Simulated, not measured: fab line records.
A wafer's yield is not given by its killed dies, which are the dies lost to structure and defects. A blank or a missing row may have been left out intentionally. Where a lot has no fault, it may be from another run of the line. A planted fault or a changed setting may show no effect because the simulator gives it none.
A lot that was struck, set against a sound lot | flow nand_harc | 13 out of 1302 route steps
Sound: wafers L564.1, L564.5, L564.6. Struck: wafer L554.4 (left out: L554.3, a lot-mate that was not struck); the cause follows at the end.
Each step with rows lists, per side, the tool, then ch with its chambers, then its first start. Under that, the readings that differ: sound wafers | struck wafers | difference of the means | sigmas: that difference in standard deviations of wafers without a fault.
alike: words and numbers the same on both sides, and readings whose means are apart by under 2 such deviations; not compared: readings that were withheld, readings missing a value for some wafer, numbers with overlapping values and no deviation given by the record, and bounds like >300 which may hide the same value.
A row with sigmas, a row that says differs or no value, or rows on one side alone: a step with any of these is where the two part. Numbers that don't overlap but have no deviation are shown without sigmas and don't part them. A reading that every wafer of one side lacks parts them only if that side has two wafers or more.

NHARC_A_ZERO_WELL_INSPECT_17:
  sound on defect_inspect-01 at day 13 01:11; struck on defect_inspect-02 at day 9 00:21
  alike: raw_defect_count
then, 3 steps without rows for these wafers: NHARC_A_SOURCE_PLATE_PRECLEAN_00 (cleans in HF-LAST, time 60 s); NHARC_A_SOURCE_PLATE_SRD_01; NHARC_A_SOURCE_PLATE_OXIDE_02 (material SiO2, target thk 10 nm, ox time 1362 s).
NHARC_A_SOURCE_PLATE_THK_MEAS_09: measures by ellipsometry.
  sound on film_metro-01 at day 13 08:38; struck on film_metro-02 at day 9 08:31
  alike: thk_nm
then, 3 steps without rows for these wafers: NHARC_A_SOURCE_PLATE_PVD_04 (deposits WSi2, target thk 50 nm); NHARC_A_SOURCE_PLATE_CVD_03 (deposits poly-Si, target thk 200 nm, time 4000 s); NHARC_A_SOURCE_PLATE_ANNEAL_05 (time 1800 s).
NHARC_A_SOURCE_PLATE_THK_MEAS_06: measures by ellipsometry.
  sound on film_metro-01 at day 13 21:30; struck on film_metro-01 at day 9 23:16
  alike: thk_nm
NHARC_A_SOURCE_PLATE_INSPECT_08:
  sound on defect_inspect-01 at day 13 21:35; struck on defect_inspect-01 at day 9 23:23
  alike: raw_defect_count
NHARC_A_ONON_D1_DEP_00: target thk 1000 nm.
  sound on pecvd_onon-02 ch 0, day 13 21:39; struck on pecvd_onon-01 ch 0, day 9 23:34
  reading              | sound                | struck | difference | sigmas
  susceptor_temp_C (C) | 400.43 400.32 400.19 | 399.75 | -0.56      | -3
NHARC_A_ONON_D1_THK_MEAS_02: measures by ellipsometry.
  sound on film_metro-02 at day 13 22:10; struck on film_metro-02 at day 9 23:58
  reading     | sound          | struck | difference | sigmas
  thk_nm (nm) | 1019 1019 1020 | 877    | -142       | -11
then, no rows for these wafers at 1 step: NHARC_A_ONON_D1_DEP_03 (target thk 1000 nm).

WHERE THEY PART
At NHARC_A_ONON_D1_DEP_00 first; at NHARC_A_ONON_D1_THK_MEAS_02 last (within this record only).

WHY: what had been put in by the simulator
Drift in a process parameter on pecvd_onon-01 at NHARC_A_ONON_D1_DEP_00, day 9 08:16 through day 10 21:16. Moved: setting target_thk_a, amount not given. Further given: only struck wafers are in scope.
